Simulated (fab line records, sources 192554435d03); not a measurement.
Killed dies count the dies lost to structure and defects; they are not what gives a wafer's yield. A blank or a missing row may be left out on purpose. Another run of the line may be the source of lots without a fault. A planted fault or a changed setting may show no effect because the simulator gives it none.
A single fault, viewed from 2 desks + flow n5-finfet + numbers are kept per desk, each desk with only its own; the story behind them comes last

## THE TOOL OWNER'S DESK: rie-metal-01
The tool's own readings at N5_GATE_CUT_ETCH_56 (etches TiN in Cl2/Ar, target depth 21.6 nm): means of the sampled wafers that have a number, for each lot that ran on this tool. If a lot's mean is further than 4 standard deviations from the usual mean, the lot is out of limits and carries the mark OUT (the distance appears in the brackets).
Columns: A = bias-w at N5_GATE_CUT_ETCH_56, usual 59.96 W; B = chamber-pressure-mTorr at N5_GATE_CUT_ETCH_56, usual 9.999 mTorr; C = drypump-motor-current-A at N5_GATE_CUT_ETCH_56, usual 5.6 A; D = oes-product-au at N5_GATE_CUT_ETCH_56, usual 0.73 a.u.; E = throttle-valve-pct at N5_GATE_CUT_ETCH_56, usual 20.76 %
| lot  | first seen here | A               | B      | C   | D    | E     |
|------|-----------------|-----------------|--------|-----|------|-------|
| L225 | day 6 01:58     | 59.88           | 9.995  | 5.2 | 0.74 | 20.79 |
| L227 | day 6 14:39     | 59.93           | 9.992  | 5.5 | 0.66 | 20.95 |
| L229 | day 7 04:46     | 60.12           | 10.004 | 5.0 | 0.83 | 20.63 |
| L230 | day 7 22:37     | 48.95 (-61) OUT | 9.999  | 5.5 | 0.85 | 20.68 |
| L233 | day 8 04:29     | 48.75 (-62) OUT | 10.000 | 5.2 | 0.80 | 20.68 |
| L234 | day 8 09:16     | 48.92 (-61) OUT | 9.992  | 5.5 | 0.84 | 20.69 |
This desk's verdict: out of limits on L230, L233, L234, starting with L230 at day 7 22:37 (bias-w at N5_GATE_CUT_ETCH_56). L225, L227, L229 stayed within limits.

## AT THE METROLOGY DESK
Lot by lot, what the gauges showed, no matter which tool ran the lot: averages of those sampled wafers that carry a number. If a lot's mean is further than 4 standard deviations from the usual mean, the lot is out of limits and carries the mark OUT (the distance appears in the brackets). Shown here are 7 of its 10 readings, the ones lying furthest out on some lot.
Columns: A = IOFF_N at N5_BEOL_M4_RC_MEAS_101, usual 0.15 nA/um; B = IOFF_P at N5_BEOL_M4_RC_MEAS_101, usual 0.20 nA/um; C = ION_N at N5_BEOL_M4_RC_MEAS_101, usual 668 uA/um; D = SS_N at N5_BEOL_M4_RC_MEAS_101, usual 71.4 mV/dec; E = SS_P at N5_BEOL_M4_RC_MEAS_101, usual 73.1 mV/dec; F = VT_N at N5_BEOL_M4_RC_MEAS_101, usual 250 mV; G = VT_P at N5_BEOL_M4_RC_MEAS_101, usual -251 mV
| lot  | first seen here | A    | B    | C   | D    | E    | F   | G    |
|------|-----------------|------|------|-----|------|------|-----|------|
| L227 | day 16 22:43    | 0.18 | 0.21 | 691 | 71.8 | 73.8 | 246 | -249 |
| L225 | day 17 03:42    | 0.12 | 0.17 | 648 | 70.5 | 72.0 | 256 | -253 |
| L229 | day 17 07:19    | 0.19 | 0.25 | 679 | 71.9 | 73.8 | 248 | -248 |
| L230 | day 17 18:42    | 0.12 | 0.17 | 655 | 71.5 | 72.4 | 254 | -253 |
| L234 | day 17 20:31    | 0.16 | 0.21 | 673 | 71.4 | 73.4 | 249 | -251 |
| L232 | day 18 02:15    | 0.16 | 0.17 | 672 | 71.8 | 73.3 | 251 | -255 |
| L233 | day 18 06:29    | 0.16 | 0.21 | 664 | 71.4 | 73.5 | 251 | -250 |
| L236 | day 19 03:45    | 0.19 | 0.22 | 681 | 71.3 | 73.0 | 246 | -251 |
| L240 | day 20 05:26    | 0.13 | 0.18 | 664 | 71.4 | 72.5 | 251 | -252 |
Finding of this desk: none of the 9 lots has anything out of limits.

## BROUGHT TOGETHER
An alarm could have come from the tool owner's desk at day 7 22:37, on L230, L233, L234.
Nothing out of limits was seen by the metrology desk.
The metrology desk holds a record of L230, L233, L234, inside its limits.
On rie-metal-01, each named lot ran N5_GATE_CUT_ETCH_56.

## WHAT THE SIMULATOR PUT IN
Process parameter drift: rie-metal-01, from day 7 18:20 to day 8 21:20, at N5_GATE_CUT_ETCH_56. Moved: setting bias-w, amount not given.
Shown lots that were struck: L230, L233, L234.
Delay in hours, fault start to first out-of-limits reading, by desk: the tool owner's desk at 4.
